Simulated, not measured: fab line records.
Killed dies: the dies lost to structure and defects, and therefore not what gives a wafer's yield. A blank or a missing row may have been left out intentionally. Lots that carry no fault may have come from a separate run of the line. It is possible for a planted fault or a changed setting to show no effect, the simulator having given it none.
fab line records ; flow n5-finfet
record lots=11; wafers=32; last-day=18
route steps=1938 shown BEOL_M14@1755 BEOL_M15@1773
lots untouched by any fault: they come from a run of this same line in which no faults occurred
start-h: the number of hours between the record's first day and the start of the first shown wafer of the lot ; wait-h: hours since the lot's step before ; " identical to the entry in the row above ; L1.1+2: a row that stands for several wafers ; - no value present, or no start provided ; * or withheld: withheld ; < > ~ a bound
route shown NAME@n: names a module that has steps shown in the file, with the first one's number in the route ; usual: mean/standard deviation of fault-free wafers ; same: alike in all rows ; chamber/n: place in a boat ; sites: readings site by site ; _std_site: the values' standard deviation ; _edge_site: inner sites' mean taken away from outer sites' mean ; radius-mm: for every site, how far away it sits from the centre of the wafer ; mask NAME#n: copy n ; behind: tool/chamber where the wafer was last shaped ; hold: why the lot went on hold/how many hours it stayed there/how the hold came to an end ; device: which transistor (n, p or np) failed to switch ; end of line: the same wafers' tests at the end of the route ; a step without rows: its recipe alone ; killed: at the first sort, the dies lost to defects and structure; wafer yield is something else ; map: shows each die of a wafer: x if killed, . if not, _ if none is there
set.NAME: the setting as run; set.NAME@STEP: as run at that earlier step ; model.NAME: the simulator's own value behind a step, which no gauge read
a sample of lots followed through the steps of the route, with each step as a table and each wafer as a row
services: a tool's chamber out of use, with start hour (start-h, from the record's first day; less than 0 if before it), hours out, and reason
## steps
# step N5_BEOL_M14_OCD_MEAS_35
# usual trench-depth-nm=554/11
lot.wafer;tool;chamber;start-h;wait-h;trench-depth-nm
L675.1;ocd-02;-;271.90;0.0;555
L675.2;ocd-02;-;271.90;0.0;573
L675.3;ocd-02;-;271.90;0.0;546
L677.1;ocd-01;-;278.35;0.0;557
L677.2;ocd-01;-;278.35;0.0;541
L677.6;ocd-01;-;278.35;0.0;548
L682.1;ocd-02;-;308.46;0.0;550
L682.2;ocd-02;-;308.46;0.0;558
L682.6;ocd-02;-;308.46;0.0;550
L683.1;ocd-01;-;308.51;0.0;559
L683.3;ocd-01;-;308.51;0.0;561
L683.4;ocd-01;-;308.51;0.0;540
L688.2;ocd-02;-;357.08;0.0;569
L688.5;ocd-02;-;357.08;0.0;560
L688.6;ocd-02;-;357.08;0.0;562
L690.2;ocd-02;-;374.11;0.0;541
L690.3;ocd-02;-;374.11;0.0;542
L690.4;ocd-02;-;374.11;0.0;543
L689.2;ocd-02;-;374.83;0.0;559
L689.3;ocd-02;-;374.83;0.0;538
L689.6;ocd-02;-;374.83;0.0;561
L693.2;ocd-02;-;386.48;0.0;548
L693.5;ocd-02;-;386.48;0.0;552
L693.6;ocd-02;-;386.48;0.0;545
L695.4;ocd-02;-;397.68;0.0;537
L695.6;ocd-02;-;397.68;0.0;559
L694.1;ocd-02;-;400.89;0.0;566
L694.2;ocd-02;-;400.89;0.0;553
L694.3;ocd-02;-;400.89;0.0;536
L697.1;ocd-01;-;406.08;0.0;550
L697.2;ocd-01;-;406.08;0.0;556
L697.6;ocd-01;-;406.08;0.0;555
# step N5_BEOL_M14_CMP_49
# recipe stop-on=SiO2; t-overpolish-s=5.2; down-force-psi=2; platen-rpm=80; clearing-platen-down-force-psi=2; clearing-platen-rpm=80; post-cmp-clean=cu-alkaline; target-thk-nm=560; clearing-platen-pad-velocity-m-s=1.5917; pad-velocity-m-s=1.5917
# usual barrier-field-endpoint-s=11.32/0.3; clearing-platen-rpm=80.01/0.045; motor-current-A=8.0/0.6; overpolish-run-s=5.200/0.009; retaining-ring-pressure-frac=1.000/0.0052; slurry-flow-ml-min=150.0/0.49; time-to-endpoint-s=121/5.1
lot.wafer;tool;chamber;start-h;wait-h;barrier-field-endpoint-s;clearing-platen-rpm;motor-current-A;overpolish-run-s;retaining-ring-pressure-frac;slurry-flow-ml-min;time-to-endpoint-s
L675.1;cmp-01;2;275.37;0.4;11.25;80.11;7.6;5.217;1.003;149.5;115
L675.3;cmp-01;3;275.37;0.4;11.35;79.97;8.3;5.210;0.996;149.6;119
L675.2;cmp-01;1;275.37;0.4;11.45;80.06;9.0;5.201;0.994;149.0;123
L677.2;cmp-02;3;282.07;0.2;11.45;79.96;8.5;5.208;1.004;150.2;124
L677.1;cmp-02;1;282.07;0.2;11.17;80.00;6.9;5.203;0.988;149.8;120
L677.6;cmp-02;2;282.07;0.2;11.10;80.03;8.2;5.210;0.996;149.6;116
L682.2;cmp-01;1;310.16;0.3;11.41;79.97;8.8;5.216;0.995;149.5;122
L682.1;cmp-01;2;310.16;0.3;11.33;79.98;8.6;5.189;1.009;149.8;120
L682.6;cmp-01;0;310.16;0.3;11.61;79.99;7.9;5.201;0.998;149.4;125
L683.3;cmp-01;1;314.36;0.2;11.46;80.02;9.5;5.208;0.997;150.1;124
L683.4;cmp-01;2;314.36;0.2;11.57;80.04;8.3;5.206;1.007;150.2;120
L683.1;cmp-01;3;314.36;0.2;11.87;79.86;7.9;5.204;1.002;149.3;128
L688.2;cmp-01;0;359.53;0.3;11.42;79.98;8.4;5.200;1.000;149.5;124
L688.5;cmp-01;3;359.53;0.3;11.26;79.94;8.3;5.186;0.991;149.8;119
L688.6;cmp-01;0;359.53;0.3;11.23;80.03;8.1;5.195;1.006;150.2;120
L690.3;cmp-02;0;377.17;0.2;11.65;79.92;7.9;5.206;1.003;149.9;126
L690.4;cmp-02;1;377.17;0.2;11.09;80.01;7.0;5.198;1.003;150.5;115
L690.2;cmp-02;3;377.17;0.2;11.28;79.95;8.0;5.203;1.005;150.4;118
L689.3;cmp-04;0;378.63;0.2;11.20;80.05;8.9;5.186;1.002;150.3;116
L689.2;cmp-04;1;378.63;0.2;11.55;79.89;7.1;5.184;1.002;149.5;121
L689.6;cmp-04;3;378.63;0.2;11.00;79.99;7.8;5.205;0.997;150.2;114
L693.2;cmp-04;3;388.38;0.3;11.00;80.03;7.7;5.189;1.003;150.0;115
L693.6;cmp-04;1;388.38;0.3;10.81;80.00;7.6;5.215;0.997;150.5;115
L693.5;cmp-04;2;388.38;0.3;11.40;79.96;8.7;5.200;1.005;149.1;120
L695.4;cmp-02;3;403.06;0.1;10.88;80.03;8.3;5.190;0.996;149.9;116
L695.6;cmp-02;3;403.06;0.1;10.78;80.10;8.4;5.198;0.993;149.5;115
L694.2;cmp-04;2;403.08;0.2;11.90;80.01;8.5;5.207;1.001;150.7;125
L694.1;cmp-04;3;403.08;0.2;11.15;79.93;7.7;5.182;0.991;149.4;117
L694.3;cmp-04;0;403.08;0.2;11.60;80.00;8.1;5.207;0.989;149.9;121
L697.1;cmp-01;3;411.18;0.3;11.37;79.98;7.9;5.194;1.006;149.1;119
L697.2;cmp-01;0;411.18;0.3;11.14;80.02;8.6;5.204;1.004;149.8;119
L697.6;cmp-01;2;411.18;0.3;10.84;80.05;8.1;5.201;0.998;150.0;113
# step N5_BEOL_M14_THK_MEAS_50
# recipe thk-meas-gauge=xrf; reads=Cu_of_BEOL_M14_ECD_47
# usual M14_THK=551/12
lot.wafer;tool;chamber;start-h;wait-h;M14_THK[nm]
L675.1;film-metro-02;-;275.67;-;551
L675.2;film-metro-02;-;275.67;-;567
L675.3;film-metro-02;-;275.67;-;541
L677.1;film-metro-01;-;282.33;-;550
L677.2;film-metro-01;-;282.33;-;535
L677.6;film-metro-01;-;282.33;-;540
L682.1;film-metro-02;-;310.37;-;548
L682.2;film-metro-02;-;310.37;-;555
L682.6;film-metro-02;-;310.37;-;548
L683.1;film-metro-02;-;314.61;-;552
L683.3;film-metro-02;-;314.61;-;554
L683.4;film-metro-02;-;314.61;-;530
L688.2;film-metro-01;-;359.79;-;564
L688.5;film-metro-01;-;359.79;-;554
L688.6;film-metro-01;-;359.79;-;557
L690.2;film-metro-02;-;377.47;-;533
L690.3;film-metro-02;-;377.47;-;533
L690.4;film-metro-02;-;377.47;-;534
L689.2;film-metro-01;-;378.85;-;554
L689.3;film-metro-01;-;378.85;-;531
L689.6;film-metro-01;-;378.85;-;555
L693.2;film-metro-01;-;388.60;-;552
L693.5;film-metro-01;-;388.60;-;558
L693.6;film-metro-01;-;388.60;-;551
L695.4;film-metro-02;-;403.36;-;523
L695.6;film-metro-02;-;403.36;-;545
L694.1;film-metro-01;-;403.37;-;567
L694.2;film-metro-01;-;403.37;-;555
L694.3;film-metro-01;-;403.37;-;539
L697.1;film-metro-02;-;411.44;-;540
L697.2;film-metro-02;-;411.44;-;545
L697.6;film-metro-02;-;411.44;-;542
# step N5_BEOL_M15_ILD_DEP_00
# recipe material=SiO2; target-thk-a=16293; temp-c=400; precursor=TEOS/O2; pressure-torr=6.5; rf-w=900; teos-flow-sccm=161.4; gas=O2; flow-sccm=2650; time-s=346.1
# usual heater-power-w=524/90; showerhead-plenum-p-Torr=8.36/0.034; susceptor-temp-C=399.98/0.22; throttle-valve-pct=18.9/1.4
lot.wafer;tool;chamber;start-h;wait-h;heater-power-w;showerhead-plenum-p-Torr;susceptor-temp-C;throttle-valve-pct
L675.1;pecvd-03;1;275.86;0.0;403;8.38;399.82;20.7
L675.2;pecvd-03;0;275.86;0.0;734;8.29;400.06;19.8
L675.3;pecvd-03;2;275.86;0.0;531;8.35;399.79;16.4
L677.1;pecvd-04;1;282.52;0.0;469;8.34;399.98;17.7
L677.2;pecvd-04;0;282.52;0.0;632;8.39;399.78;19.2
L677.6;pecvd-04;2;282.52;0.0;378;8.42;399.99;17.8
L682.1;pecvd-04;0;310.57;0.0;552;8.39;399.79;19.6
L682.2;pecvd-04;2;310.57;0.0;474;8.42;400.14;17.8
L682.6;pecvd-04;1;310.57;0.0;380;8.34;397.83;17.8
L683.1;pecvd-04;0;314.81;0.0;586;8.35;399.70;19.2
L683.3;pecvd-04;1;314.81;0.0;411;8.35;397.81;17.8
L683.4;pecvd-04;1;314.81;0.0;494;8.34;397.59;17.8
L688.2;pecvd-03;0;359.98;0.0;722;8.28;400.18;19.7
L688.5;pecvd-03;1;359.98;0.0;397;8.39;399.95;20.6
L688.6;pecvd-03;0;359.98;0.0;574;8.32;400.13;19.5
L690.2;pecvd-01;2;377.66;0.0;491;8.37;400.14;19.3
L690.3;pecvd-01;0;377.66;0.0;605;8.33;400.24;20.8
L690.4;pecvd-01;0;377.66;0.0;663;8.31;400.14;20.8
L689.2;pecvd-04;0;379.04;0.0;490;8.37;400.10;19.1
L689.3;pecvd-04;1;379.04;0.0;465;8.35;399.51;17.9
L689.6;pecvd-04;0;379.04;0.0;599;8.37;400.10;19.4
L693.2;pecvd-03;1;388.79;0.0;401;8.38;400.07;20.9
L693.5;pecvd-03;2;388.79;0.0;558;8.39;399.87;16.7
L693.6;pecvd-03;1;388.79;0.0;507;8.37;400.10;20.7
L694.1;pecvd-04;0;403.56;0.0;505;8.39;400.10;19.4
L694.2;pecvd-04;1;403.56;0.0;527;8.35;400.01;17.8
L694.3;pecvd-04;2;403.56;0.0;459;8.41;399.82;17.9
L695.4;pecvd-03;2;403.69;0.1;553;8.34;400.38;16.9
L695.6;pecvd-03;0;403.69;0.1;722;8.33;400.27;19.3
L697.1;pecvd-04;2;411.75;0.0;497;8.42;399.74;18.0
L697.2;pecvd-04;1;411.75;0.0;449;8.32;400.10;18.0
L697.6;pecvd-04;1;411.75;0.0;537;8.36;400.31;18.0
## services
tool;chamber;start-h;hours;kind
cmp-04;-;253.63;-;consumable-replace:conditioner
cmp-04;-;253.63;-;consumable-replace:pad
cmp-01;-;256.55;6.9;pm
pecvd-04;1;260.46;2.1;scheduled-down
cmp-04;-;283.83;5.0;repair
cmp-04;-;292.00;0.3;repair
pecvd-01;1;292.74;2.1;scheduled-down
pecvd-01;2;295.85;6.1;repair
pecvd-04;2;296.00;5.5;scheduled-down
cmp-04;-;300.38;0.6;repair
cmp-01;-;301.67;0.4;repair
cmp-01;-;315.33;5.4;pm
pecvd-01;1;317.60;5.5;scheduled-down
cmp-04;-;318.09;4.9;repair
cmp-01;-;325.12;3.0;repair
cmp-01;-;334.12;1.2;repair
cmp-04;-;337.62;4.2;pm
cmp-04;-;349.53;3.4;repair
pecvd-03;0;352.53;6.8;repair
pecvd-03;-;364.63;0.4;repair
pecvd-04;-;365.38;1.0;repair
cmp-01;-;374.00;3.4;pm
pecvd-01;1;383.66;-;clean
pecvd-04;-;395.27;2.8;pm
## key
first-sign step=N5_BEOL_M15_ILD_DEP_00; reading=susceptor-temp-C; direction=down; sigmas=10; usual=*; struck=*
effect none on later readings
met-at N5_BEOL_M15_ILD_DEP_00
struck-lots L682,L683
struck-wafers L682.6,L683.3,L683.4
not-acting-at N5_BEOL_M14_OCD_MEAS_35,N5_BEOL_M14_CMP_49,N5_BEOL_M14_THK_MEAS_50
onset-between 282.52 310.57
fault kind=process-parameter-drift; tool=pecvd-04; chamber=1; onset-h=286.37; steps=N5_BEOL_M15_ILD_DEP_00; channel=temp-c; offset=*; shape=step; end-h=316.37; acts-in=*; stated=*
